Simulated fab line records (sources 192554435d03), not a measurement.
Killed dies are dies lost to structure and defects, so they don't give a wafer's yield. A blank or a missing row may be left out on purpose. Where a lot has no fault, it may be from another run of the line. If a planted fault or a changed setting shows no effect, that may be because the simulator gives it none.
The tool behind it: which one? ; flow n5Finfet ; 10 lots with 30 wafers sampled at 4 steps, on a route of 1938 steps

== WHAT THE GAUGES SHOWED, per wafer ==
N5_HKMG_FIN_CD_MEAS_12: the cd target is 92.8 nm.
lot;measured;on;cdNm (nm)
L076;day 4 16:37;cdSem-01;93.3 93.0 93.2
L078;day 5 03:50;cdSem-01;93.4 92.6 93.3
L080;day 5 15:48;cdSem-03;92.6 92.0 91.7
L083;day 6 09:44;cdSem-03;92.5 92.1 92.4
L085;day 6 20:51;cdSem-01;92.6 91.7 92.0
L087;day 7 10:08;cdSem-01;92.5 92.6 93.2
L089;day 7 20:47;cdSem-03;92.7 92.6 93.1
L091;day 8 09:10;cdSem-03;93.1 92.8 93.1
L095;day 9 08:34;cdSem-02;92.7 92.7 93.4
L097;day 9 20:41;cdSem-03;92.9 92.1 92.0

== EACH LOT AND THE TOOL THAT RAN IT (in order: tool; ch and the chambers of the sampled wafers; start) ==
lot;N5_SDB_HM_DEP_00;N5_HKMG_FIN_ALD_75;N5_HKMG_FIN_ETCH_54
L076;pecvd-03 ch 0,1, day 4 06:47;aldHk-02 ch 1,2,3, day 4 12:49;rieDiel-06 ch 1,2, day 4 13:22
L078;pecvd-04 ch 1,2, day 4 17:53;aldHk-01 ch 0,1,2, day 4 23:59;rieDiel-04 ch 0,1,2, day 5 00:35
L080;pecvd-02 ch 0,1, day 5 06:14;aldHk-02 ch 1,2,3, day 5 11:42;rieDiel-04 ch 0,2, day 5 12:17
L083;pecvd-03 ch 0,2, day 5 23:44;aldHk-03 ch 1,3, day 6 05:53;rieDiel-06 ch 0,1, day 6 06:20
L085;pecvd-04 ch 0,1,2, day 6 11:03;aldHk-02 ch 1,2, day 6 16:49;rieDiel-05 ch 0,1,3, day 6 17:24
L087;pecvd-02 ch 0,1,2, day 7 00:17;aldHk-02 ch 0,1,3, day 7 06:25;rieDiel-04 ch 0,1,2, day 7 06:58
L089;pecvd-02 ch 0,1, day 7 11:17;aldHk-02 ch 0,1,3, day 7 16:57;rieDiel-04 ch 0,2, day 7 17:32
L091;pecvd-04 ch 0,1,2, day 7 23:40;aldHk-03 ch 0,1,2, day 8 05:18;rieDiel-06 ch 1,2,3, day 8 05:53
L095;pecvd-03 ch 0,1,2, day 8 22:59;aldHk-02 ch 0,2,3, day 9 04:37;rieDiel-06 ch 1,2,3, day 9 05:13
L097;pecvd-04 ch 0,1, day 9 10:52;aldHk-01 ch 0,1,3, day 9 16:51;rieDiel-06 ch 0,1,2, day 9 17:20
- N5_SDB_HM_DEP_00: deposits SiNx from SiH4/NH3/N2, target thk 40 nm, time 35.3 s.
- N5_HKMG_FIN_ALD_75: deposits Al2O3, target thk 1 nm, co reactant pulse time 1 s.
- N5_HKMG_FIN_ETCH_54: etches SiARC in CF4, target depth 45.5 nm, time 75.8 s.

== THE ANSWER, worked out from the rows above alone ==
Rule: usual is defined by the lots themselves. The widest of any qualifying gaps counts: lots, ordered by their means at a reading, are off when they make up no more than a third of the lots, leave a main group of 4 or more, and stand apart from it by 3 or more times the standard deviation of that group's means. If all means in a main group match to the digits the tables above print for the reading, that group is not used. A lot without any number at a reading at which 4 lots or more have one is off too. Where the step has rows for the other lots, those lots are counted as sound.
No lot is off at any reading shown: from this, nothing can be told.

== WHAT THE SIMULATOR HAD PUT IN ==
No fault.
